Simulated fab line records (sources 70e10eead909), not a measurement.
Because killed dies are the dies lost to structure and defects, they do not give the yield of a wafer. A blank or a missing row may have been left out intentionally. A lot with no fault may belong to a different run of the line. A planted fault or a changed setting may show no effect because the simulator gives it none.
fab line records | flow nand-harc | part 2 of 2: steps 27 to 35 of 35
record lots=5 | wafers=15 | last-day=26
route steps=1159 shown A_BLC@975 A_M0@994
lots with no fault: from the same line, run without faults
start-h: the number of hours between the record's first day and the start of the first shown wafer of the lot | wait-h: hours since the lot's step before | " same as the row above | L1.1+2: several wafers, shown together as one row | - value missing, or start not given | * or withheld: withheld | < > ~ a bound
route shown NAME@n: NAME is a module with steps in the file, n the number in the route of the first one | usual: mean/standard deviation of fault-free wafers | same: alike in all rows | chamber/n: place in a boat | sites: each site's reading | _std_site: standard deviation of those values | _edge_site: inner sites' mean taken away from outer sites' mean | radius-mm: for every site, how far away it sits from the centre of the wafer | mask NAME#n: copy n | behind: tool/chamber where the wafer was last shaped | hold: what put the lot on hold/how long, in hours/how the hold closed | device: transistor that didn't switch, given as n, p or np | end of line: the same wafers' tests at the end of the route | a step given without rows: its recipe and nothing more | killed: count of dies lost to structure and defects at first sort (not the wafer's yield) | map: a wafer's dies, marking killed ones x, the rest . and places with no die _
set.NAME: the setting the step ran with; set.NAME@STEP: the setting that earlier step ran with | model.NAME: the simulator's own value behind a step, which no gauge read
lots at some steps of the route; a table a step, a row a wafer
services: the hour from which a tool's chamber was out of use, counted from the record's first day as start-h (under 0 if before that day), plus the number of hours and why
## steps
# step NHARC_A_M0_PEB_07
# recipe peb-temp-c=100 | peb-time-s=65
lot.wafer  | tool           | chamber | start-h | wait-h
L082.1+3+5 | litho-track-01 | 0       | 515.22  | 0.1
L088.1+3+4 | litho-track-01 | 0       | 515.52  | 0.1
L085.1+2+3 | litho-track-04 | 0       | 524.57  | 0.1
L090.3+4+6 | litho-track-01 | 0       | 561.56  | 0.0
L092.1+3+4 | litho-track-06 | 0       | 561.95  | 0.1
# step NHARC_A_M0_DEVELOP_08
# recipe develop-time-s=35 | dev-temp-c=23
lot.wafer  | tool           | chamber | start-h | wait-h
L082.1+3+5 | litho-track-01 | 0       | -       | -
L088.1+3+4 | litho-track-01 | 0       | -       | -
L085.1+2+3 | litho-track-04 | 0       | -       | -
L090.3+4+6 | litho-track-01 | 0       | -       | -
L092.1+3+4 | litho-track-06 | 0       | -       | -
# step NHARC_A_M0_CD_MEAS_09
# recipe target-cd-nm=80 | landing-energy-ev=500
# usual cd-nm=79.9/0.51
lot.wafer | tool      | chamber | start-h | wait-h | cd-nm
L082.1    | cd-sem-03 | 0       | 515.30  | -      | 80.8
L082.3    | "         | 0       | "       | "      | 79.1
L082.5    | "         | 0       | "       | "      | 79.8
L088.1    | cd-sem-03 | 0       | 515.60  | -      | 78.7
L088.3    | "         | 0       | "       | "      | 79.5
L088.4    | "         | 0       | "       | "      | 79.3
L085.1    | cd-sem-03 | 0       | 524.65  | -      | 79.5
L085.2    | "         | 0       | "       | "      | 79.9
L085.3    | "         | 0       | "       | "      | 79.5
L090.3    | cd-sem-02 | 0       | 561.64  | -      | 80.6
L090.4    | "         | 0       | "       | "      | 79.7
L090.6    | "         | 0       | "       | "      | 80.5
L092.1    | cd-sem-01 | 0       | 562.03  | -      | 79.3
L092.3    | "         | 0       | "       | "      | 79.5
L092.4    | "         | 0       | "       | "      | 79.8
# step NHARC_A_M0_OVL_MEAS_10
# recipe pitch-nm=160
# usual overlay-x-nm=-0.3/0.87 | overlay-y-nm=-0.1/0.78
lot.wafer | tool       | chamber | start-h | wait-h | overlay-x-nm | overlay-y-nm
L082.1    | overlay-02 | -       | 515.39  | -      | 0.0          | -0.3
L082.3    | "          | -       | "       | "      | -0.5         | -0.5
L082.5    | "          | -       | "       | "      | -0.1         | -0.1
L088.1    | overlay-02 | -       | 515.69  | -      | -1.2         | 0.5
L088.3    | "          | -       | "       | "      | -1.5         | 0.0
L088.4    | "          | -       | "       | "      | -1.2         | -0.1
L085.1    | overlay-02 | -       | 524.73  | -      | -0.7         | -0.5
L085.2    | "          | -       | "       | "      | -0.8         | -0.8
L085.3    | "          | -       | "       | "      | -0.4         | -0.6
L090.3    | overlay-01 | -       | 561.72  | -      | -0.3         | 0.4
L090.4    | "          | -       | "       | "      | -0.9         | 1.0
L090.6    | "          | -       | "       | "      | -0.6         | 0.7
L092.1    | overlay-02 | -       | 562.12  | -      | -1.4         | 1.0
L092.3    | "          | -       | "       | "      | -1.5         | 0.9
L092.4    | "          | -       | "       | "      | -1.1         | 0.7
# step NHARC_A_M0_INSPECT_11
# usual raw-defect-count=31/14
lot.wafer | tool              | chamber | start-h | wait-h | raw-defect-count
L082.1    | defect-inspect-02 | -       | 515.43  | 0.0    | 34
L082.3    | "                 | -       | "       | "      | 35
L082.5    | "                 | -       | "       | "      | 28
L088.1    | defect-inspect-01 | -       | 515.73  | 0.0    | 37
L088.3    | "                 | -       | "       | "      | 30
L088.4    | "                 | -       | "       | "      | 33
L085.1    | defect-inspect-02 | -       | 524.77  | 0.0    | 44
L085.2    | "                 | -       | "       | "      | 46
L085.3    | "                 | -       | "       | "      | 35
L090.3    | defect-inspect-01 | -       | 561.76  | 0.0    | 26
L090.4    | "                 | -       | "       | "      | 41
L090.6    | "                 | -       | "       | "      | 36
L092.1    | defect-inspect-01 | -       | 562.16  | 0.0    | 30
L092.3    | "                 | -       | "       | "      | 37
L092.4    | "                 | -       | "       | "      | 39
# step NHARC_A_M0_DESCUM_14
# recipe time-s=3 | o2-flow-sccm=200 | ar-flow-sccm=0 | bias-power-w=0 | chemistry=O2
# usual drypump-motor-current-A=5.6/0.46 | oes-product-au=1.000/0.0064 | rf-vpp-V=57.9/0.88 | showerhead-plenum-p-Torr=1.91/0.075 | throttle-valve-pct=11.312/0.0097
lot.wafer | tool        | chamber | start-h | wait-h | drypump-motor-current-A | oes-product-au | rf-hours-counter-h | rf-vpp-V | showerhead-plenum-p-Torr | throttle-valve-pct
L082.1    | rie-diel-05 | 3       | 515.50  | 0.1    | 5.2                     | 0.999          | 9                  | 57.2     | 1.93                     | 11.303
L082.3    | "           | 0       | "       | "      | 5.1                     | 0.991          | 10                 | 58.4     | 1.89                     | 11.313
L082.5    | "           | 2       | "       | "      | 5.1                     | 1.003          | -                  | 57.5     | 1.81                     | 11.312
L088.1    | rie-diel-05 | 1       | 515.80  | 0.1    | 6.2                     | 0.995          | 10                 | 58.4     | 1.89                     | 11.317
L088.4    | "           | 2       | "       | "      | 5.1                     | 1.003          | 9                  | 57.9     | 1.81                     | 11.304
L088.3    | "           | 3       | "       | "      | 5.2                     | 1.004          | 9                  | 58.7     | 1.93                     | 11.310
L085.1    | rie-diel-10 | 1       | 524.83  | 0.1    | 5.3                     | 1.001          | 12                 | 57.0     | 1.92                     | 11.294
L085.2    | "           | 2       | "       | "      | 6.4                     | 0.997          | 13                 | 57.3     | 1.86                     | 11.310
L085.3    | "           | 3       | "       | "      | 6.6                     | 0.997          | 12                 | 56.8     | 1.83                     | 11.319
L090.4    | rie-diel-05 | 1       | 561.82  | 0.1    | 6.2                     | 1.004          | 2                  | 57.8     | 1.89                     | 11.316
L090.3    | "           | 0       | "       | "      | 5.1                     | 1.001          | 2                  | 57.5     | 1.89                     | 11.318
L090.6    | "           | 1       | "       | "      | 6.2                     | 1.007          | -                  | 57.1     | 1.89                     | 11.292
L092.3    | rie-diel-05 | 0       | 562.22  | 0.1    | 5.1                     | 1.007          | 2                  | 56.1     | 1.89                     | 11.325
L092.1    | "           | 2       | "       | "      | 5.1                     | 1.004          | 3                  | 58.3     | 1.81                     | 11.293
L092.4    | "           | 3       | "       | "      | 5.2                     | 1.008          | 2                  | 57.4     | 1.93                     | 11.312
# step NHARC_A_M0_ETCH_34
# recipe target-depth-a=400 | overetch-a=120 | time-s=43.94 | ion-energy-ev=200 | n2-flow-sccm=150 | h2-flow-sccm=150 | ar-flow-sccm=0 | rf-w=400 | bias-w=150 | chemistry=N2/H2
# usual drypump-motor-current-A=5.6/0.47 | oes-product-au=1.000/0.0063 | rf-vpp-V=430.4/2.3 | showerhead-plenum-p-Torr=2.04/0.082 | throttle-valve-pct=14.171/0.011
lot.wafer | tool        | chamber | start-h | wait-h | drypump-motor-current-A | oes-product-au | rf-hours-counter-h | rf-vpp-V | showerhead-plenum-p-Torr | throttle-valve-pct
L082.1    | rie-diel-05 | 0       | 515.59  | 0.1    | 5.1                     | 1.002          | 10                 | 429.6    | 2.01                     | 14.170
L082.3    | "           | 1       | "       | "      | 6.2                     | 1.006          | 10                 | 430.3    | 2.01                     | 14.191
L082.5    | "           | 3       | "       | "      | 5.2                     | 0.997          | -                  | 430.3    | 2.06                     | 14.168
L088.1    | rie-diel-05 | 3       | 515.87  | 0.1    | 5.2                     | 1.008          | 9                  | 431.3    | 2.06                     | 14.158
L088.3    | "           | 0       | "       | "      | 5.1                     | 1.004          | 10                 | 430.2    | 2.01                     | 14.182
L088.4    | "           | 1       | "       | "      | 6.2                     | 1.000          | 10                 | 429.4    | 2.01                     | 14.168
L085.1    | rie-diel-10 | 2       | 524.92  | 0.1    | 6.4                     | 0.986          | 13                 | 429.5    | 1.98                     | 14.169
L085.3    | "           | 0       | "       | "      | 6.1                     | 1.005          | 10                 | 433.6    | 2.13                     | 14.205
L085.2    | "           | 1       | "       | "      | 5.3                     | 1.003          | 12                 | 430.6    | 2.05                     | 14.157
L090.3    | rie-diel-05 | 1       | 561.91  | 0.1    | 6.2                     | 1.002          | 2                  | 430.2    | 2.01                     | 14.159
L090.4    | "           | 2       | "       | "      | 5.1                     | 0.982          | 3                  | 427.6    | 1.93                     | 14.165
L090.6    | "           | 1       | "       | "      | 6.2                     | 0.992          | -                  | 430.7    | 2.01                     | 14.186
L092.4    | rie-diel-05 | 0       | 562.30  | 0.1    | 5.1                     | 1.001          | 2                  | 429.3    | 2.01                     | 14.177
L092.1    | "           | 1       | "       | "      | 6.2                     | 0.995          | 2                  | 429.7    | 2.01                     | 14.166
L092.3    | "           | 3       | "       | "      | 5.2                     | 1.000          | 2                  | 430.2    | 2.06                     | 14.174
# step NHARC_A_M0_ETCH_15
# recipe target-depth-a=1500 | overetch-a=150 | time-s=82.5 | c4f8-flow-sccm=withheld | ar-flow-sccm=400 | rf-w=600 | bias-w=300 | chemistry=C4F8/Ar
# usual oes-product-au=0.962/0.019 | rf-vpp-V=440.8/2.4
lot.wafer | tool        | chamber | start-h | wait-h | oes-product-au | rf-hours-counter-h | rf-vpp-V
L082.3    | rie-diel-05 | 1       | -       | -      | 0.980          | 10                 | 439.2
L082.1    | "           | 3       | "       | "      | 0.971          | 9                  | 441.2
L082.5    | "           | 1       | "       | "      | 0.973          | -                  | 439.7
L088.3    | rie-diel-05 | 1       | -       | -      | 0.936          | 10                 | 440.7
L088.4    | "           | 2       | "       | "      | 0.930          | 9                  | 438.1
L088.1    | "           | 0       | "       | "      | 0.922          | 10                 | 438.0
L085.1    | rie-diel-10 | 3       | -       | -      | 0.915          | 12                 | 437.5
L085.3    | "           | 0       | "       | "      | 0.976          | 10                 | 444.6
L085.2    | "           | 2       | "       | "      | 0.918          | 13                 | 439.1
L090.3    | rie-diel-05 | 2       | -       | -      | 0.952          | 3                  | 437.6
L090.4    | "           | 1       | "       | "      | 0.956          | 2                  | 439.2
L090.6    | "           | 2       | "       | "      | 0.950          | -                  | 437.2
L092.1    | rie-diel-05 | 0       | -       | -      | 0.971          | 2                  | 440.9
L092.4    | "           | 1       | "       | "      | 0.964          | 2                  | 441.1
L092.3    | "           | 3       | "       | "      | 0.981          | 2                  | 441.7
# step NHARC_A_M0_CD_MEAS_16
# usual cd-nm=79.7/0.67
lot.wafer | tool      | chamber | start-h | wait-h | cd-nm
L082.1    | cd-sem-02 | -       | 515.80  | -      | 79.8
L082.3    | "         | -       | "       | "      | 79.2
L082.5    | "         | -       | "       | "      | 79.3
L088.1    | cd-sem-01 | -       | 516.09  | -      | 78.7
L088.3    | "         | -       | "       | "      | 78.4
L088.4    | "         | -       | "       | "      | 78.6
L085.1    | cd-sem-03 | -       | 525.14  | -      | 79.6
L085.2    | "         | -       | "       | "      | 79.2
L085.3    | "         | -       | "       | "      | 79.4
L090.3    | cd-sem-03 | -       | 562.13  | -      | 79.9
L090.4    | "         | -       | "       | "      | 79.6
L090.6    | "         | -       | "       | "      | 80.7
L092.1    | cd-sem-03 | -       | 562.52  | -      | 79.2
L092.3    | "         | -       | "       | "      | 79.7
L092.4    | "         | -       | "       | "      | 79.4
## services
tool            | chamber | start-h | hours | kind
litho-track-04  | -       | 491.00  | 7.0   | pm
pvd-sputter-03  | -       | 491.92  | 1.0   | repair
cvd-w-02        | 0       | 492.73  | 2.5   | repair
cmp-04          | -       | 497.00  | 4.0   | pm
pvd-sputter-03  | -       | 497.98  | 1.0   | repair
ald-metal-01    | 2       | 499.22  | 6.8   | repair
ald-metal-03    | -       | 500.00  | 10.0  | pm
rie-diel-08     | 3       | 508.06  | 10.4  | repair
pvd-sputter-01  | -       | 514.00  | 10.0  | pm
pecvd-02        | -       | 515.17  | 13.0  | pm
wet-bench-04    | -       | 515.20  | 8.0   | pm
pecvd-03        | 1       | 516.87  | 4.4   | repair
rie-diel-05     | -       | 517.60  | 9.0   | pm
cmp-02          | -       | 520.55  | 4.0   | pm
rie-diel-10     | -       | 530.50  | 9.0   | pm
wet-bench-04    | -       | 532.61  | 3.3   | repair
pvd-sputter-02  | -       | 537.91  | 0.5   | repair
arfi-scanner-01 | -       | 540.00  | 4.0   | pm
wet-bench-05    | -       | 548.80  | 8.0   | pm
pvd-sputter-01  | -       | 548.86  | 7.2   | repair
cmp-02          | -       | 551.53  | 0.3   | repair
pvd-sputter-02  | -       | 551.57  | 0.5   | repair
rie-diel-05     | -       | 556.65  | 0.5   | repair
cmp-02          | -       | 561.86  | 2.4   | repair
